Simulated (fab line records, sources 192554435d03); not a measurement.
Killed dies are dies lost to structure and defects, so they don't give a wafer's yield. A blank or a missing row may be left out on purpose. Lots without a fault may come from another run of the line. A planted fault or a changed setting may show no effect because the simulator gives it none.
Which tool did it? | flow n5_finfet | 24 lots, 72 wafers sampled, at 1 step of a route of 1938

WHAT THE GAUGES READ, wafer by wafer
N5_BEOL_M2_CD_MEAS_28: target cd 26.2 nm, target cd y 24.1 nm. Usual: cd_nm 26.16 nm, standard deviation 0.25.
lot  | measured     | on        | cd_nm (nm)        | flag
L075 | day 6 21:28  | cd_sem-03 | 26.19 26.61 26.60 |
L076 | day 7 06:04  | cd_sem-02 | 26.06 26.47 26.44 |
L077 | day 7 09:38  | cd_sem-02 | 26.42 26.11 26.24 |
L074 | day 7 19:27  | cd_sem-03 | 26.55 26.18 26.00 |
L079 | day 7 21:12  | cd_sem-03 | 26.15 26.04 25.63 |
L078 | day 7 21:38  | cd_sem-03 | 26.05 26.12 26.71 |
L080 | day 7 22:40  | cd_sem-03 | 25.92 25.85 25.65 |
L081 | day 8 04:33  | cd_sem-02 | 26.39 25.90 25.83 |
L082 | day 8 14:57  | cd_sem-02 | 26.18 26.67 26.34 |
L083 | day 9 03:03  | cd_sem-02 | 26.46 26.56 25.98 |
L084 | day 9 10:40  | cd_sem-02 | 25.82 26.05 25.80 |
L085 | day 9 13:13  | cd_sem-01 | 25.74 26.03 26.12 |
L086 | day 10 00:18 | cd_sem-03 | 26.12 26.35 26.63 |
L087 | day 10 05:35 | cd_sem-02 | 26.24 26.24 26.76 |
L088 | day 10 08:31 | cd_sem-03 | 26.19 26.24 26.09 |
L089 | day 10 08:42 | cd_sem-03 | 26.18 26.06 26.17 |
L090 | day 10 13:23 | cd_sem-01 | 26.40 25.86 26.33 |
L091 | day 10 19:29 | cd_sem-02 | 26.06 26.30 25.85 |
L092 | day 11 02:44 | cd_sem-01 | 26.08 26.44 25.97 |
L093 | day 11 07:05 | cd_sem-01 | 26.08 26.21 25.91 |
L094 | day 11 11:01 | cd_sem-02 | 26.27 25.87 26.06 |
L096 | day 11 23:28 | cd_sem-01 | 26.41 25.82 26.41 |
L095 | day 12 02:32 | cd_sem-01 | 25.83 26.09 26.25 |
L097 | day 12 06:35 | cd_sem-01 | 25.90 25.70 26.02 |

WHICH TOOL RAN EACH LOT (tool, then ch and the chambers of the sampled wafers, then the start)
The record holds no process step before these readings.

WHAT THE TOOLS THEMSELVES READ (means of the sampled wafers that have a number; where no wafer has one, the mark that the record gives instead)
The record holds no such reading with a usual standard deviation.

THE ANSWER, worked out from the rows above alone
Rule: a lot is off if the mean of its wafers that have a number lies more than 3 standard deviations from the usual mean. A lot without any number at a reading at which 4 lots or more have one is off too. The other lots that the step has rows for count as sound. The gauges are gone through in route order, then the tools' own readings, and for those a lot's mean is taken as printed above. The first step at which some lot is off is used, and at that step the reading that is off furthest; a lot without a number counts as furthest.
No lot is off at any reading shown: from this, nothing can be told.

WHAT THE SIMULATOR HAD PUT IN
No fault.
